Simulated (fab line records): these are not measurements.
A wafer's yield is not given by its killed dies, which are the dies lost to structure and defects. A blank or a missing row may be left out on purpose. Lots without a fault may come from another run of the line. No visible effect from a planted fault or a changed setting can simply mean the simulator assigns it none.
A struck lot beside a sound one || flow nand-harc || 42 out of 1159 route steps
Sound: the wafers L547.1, L547.3, L547.6. Struck: wafers L551.1, L551.2, L551.3. The cause comes at the end.
At each step with rows: each side's tool, then ch and its chambers, then its first start. Under that, the readings that differ: sound wafers || struck wafers || difference of the means || sigmas: that difference in standard deviations of wafers without a fault.
alike: words and numbers the same on both sides, and readings whose means are apart by under 2 such deviations; not compared: readings that were withheld, readings missing a value for some wafer, numbers with overlapping values and no deviation given by the record, and bounds like >300 which may hide the same value.
A row with sigmas, a row that says differs or no value, or rows on one side alone: a step with any of these is where the two part. Non-overlapping numbers with no deviation appear without sigmas and do not part them. A reading that every wafer of one side lacks parts them only if that side has two wafers or more.

NHARC_P_ZERO_WELL_DESCUM_54: chemistry O2, time 3 s.
  sound on rie-diel-01 ch 0,2,3, day 1 23:49; struck on rie-diel-01 ch 0,2,3, day 3 00:04
  alike: drypump-motor-current-A, oes-product-au, rf-vpp-V, showerhead-plenum-p-Torr, throttle-valve-pct
  not compared: rf-hours-counter-h
then, 6 steps without rows for these wafers: NHARC_P_ZERO_WELL_IMPLANT_55; NHARC_P_ZERO_WELL_IMPLANT_61; NHARC_P_ZERO_WELL_STRIP_56 (strips in SPM, time 840 s); NHARC_P_ZERO_WELL_PRECLEAN_68 (cleans in SC1, time 60 s); NHARC_P_ZERO_WELL_SRD_69; NHARC_P_ZERO_WELL_RTA_42 (time 300 s).
NHARC_P_ZERO_WELL_INSPECT_43:
  sound: defect-inspect-01 at day 2 01:28; struck: defect-inspect-01 at day 3 01:44
  alike: raw-defect-count
then, 4 steps without rows for these wafers: NHARC_P_STI_ETCH_26 (etches SiO2 in dHF, target depth 11 nm); NHARC_P_STI_PRECLEAN_27 (cleans in SC1); NHARC_P_STI_SRD_28; NHARC_P_STI_OXIDE_29 (material SiO2, target thk 10 nm, ox time 1362 s).
NHARC_P_STI_HM_DEP_30: deposits Si3N4, target thk 80 nm, time 873 s.
  sound on lpcvd-01 ch 0, day 2 13:02; struck on lpcvd-01 ch 0, day 3 13:02
  alike: pressure-mtorr, spike-tc-bottom-C, zone-power-centre-pct
then, 9 steps without rows for these wafers: NHARC_P_STI_DEHYDRATE_01 (time 120 s); NHARC_P_STI_HMDS_02 (time 30 s); NHARC_P_STI_COAT_41 (time 65 s); NHARC_P_STI_COAT_03 (resist thk 600 nm); NHARC_P_STI_SOFTBAKE_04 (time 70 s); NHARC_P_STI_EBR_05; NHARC_P_STI_EXPOSE_06 (exposes mask P STI, target cd 200 nm); NHARC_P_STI_PEB_07 (peb time 80 s); NHARC_P_STI_DEVELOP_08 (time 50 s).
NHARC_P_STI_CD_MEAS_09 targets a cd of 200 nm.
  sound on cd-sem-02 ch 0, day 2 17:09; struck on cd-sem-02 ch 0, day 3 17:05
  alike: cd-nm
NHARC_P_STI_OVL_MEAS_10:
  sound: overlay-01 at day 2 17:14; struck: overlay-01 at day 3 17:10
  alike: overlay-x-nm, overlay-y-nm
NHARC_P_STI_INSPECT_11:
  sound: defect-inspect-02 at day 2 17:16; struck: defect-inspect-02 at day 3 17:13
  alike: raw-defect-count
then, 1 step without rows for these wafers: NHARC_P_STI_HARDBAKE_13 (time 65 s).
NHARC_P_STI_DESCUM_14: chemistry O2, time 3 s.
  sound on rie-diel-07 ch 0,1,3, day 2 17:25; struck on rie-diel-04 ch 0,2,3, day 3 17:22
  alike: drypump-motor-current-A, oes-product-au, rf-vpp-V, showerhead-plenum-p-Torr, throttle-valve-pct
  not compared: rf-hours-counter-h
NHARC_P_STI_ETCH_42: etches the open film in N2/H2, target depth 80 nm, overetch 24 nm, time 61 s.
  sound on rie-diel-07 ch 0,1,3, day 2 17:30; struck on rie-diel-04 ch 1,2,3, day 3 17:26
  alike: drypump-motor-current-A, oes-product-au, rf-vpp-V, showerhead-plenum-p-Torr, throttle-valve-pct
  not compared: rf-hours-counter-h
NHARC_P_STI_ETCH_31: etches the open film in CF4/CHF3, target depth 108.9 nm, time 54.5 s.
  sound: rie-diel-07 ch 1,2,3; struck: rie-diel-04 ch 1,2,3
  alike: drypump-motor-current-A, oes-product-au, rf-vpp-V, showerhead-plenum-p-Torr, throttle-valve-pct
  not compared: rf-hours-counter-h
NHARC_P_STI_ETCH_15: etches the open film in HBr/Cl2, target depth 300 nm, time 100.1 s.
  sound on rie-si-03 ch 1,2,3, day 2 17:41; struck on rie-si-01 ch 0,1,3, day 3 17:37
  alike: drypump-motor-current-A, he-backside-leak-sccm, oes-product-au, throttle-valve-pct
  not compared: rf-hours-counter-h
NHARC_P_STI_CD_MEAS_16:
  sound: cd-sem-03 at day 2 17:53; struck: cd-sem-02 at day 3 17:47
  alike: cd-nm
NHARC_P_STI_OCD_MEAS_17:
  sound: ocd-02 at day 2 17:58; struck: ocd-02 at day 3 17:53
  alike: trench-foot-cd-nm
then, 3 steps without rows for these wafers: NHARC_P_STI_STRIP_19 (strips in SPM, time 900 s); NHARC_P_STI_PRECLEAN_32 (cleans in SC1); NHARC_P_STI_SRD_23.
NHARC_P_STI_OCD_MEAS_43:
  sound: ocd-01 at day 2 18:28; struck: ocd-01 at day 3 18:23
  alike: trench-foot-cd-nm
then, 5 steps without rows for these wafers: NHARC_P_STI_OXIDE_33 (material SiO2, target thk 10 nm, ox time 281 s); NHARC_P_STI_HDPCVD_20 (deposits SiO2); NHARC_P_STI_ANNEAL_34 (time 1800 s); NHARC_P_STI_CMP_21 (polishes, t overpolish 20 s, target thk 380.67 nm); NHARC_P_STI_SRD_35.
-- record jumps: 17 days between struck wafers' starts before vs after; left off in module P_STI, resumes in module END, first step shown is number 1159 of the route --
NHARC_END_SORT_01:
  here the record holds rows for the struck wafers (prober-02 ch 0, day 20 21:55) but none for the sound ones

WHERE THEY PART
Within this record, at NHARC_END_SORT_01 only.

WHY: what the simulator had put in
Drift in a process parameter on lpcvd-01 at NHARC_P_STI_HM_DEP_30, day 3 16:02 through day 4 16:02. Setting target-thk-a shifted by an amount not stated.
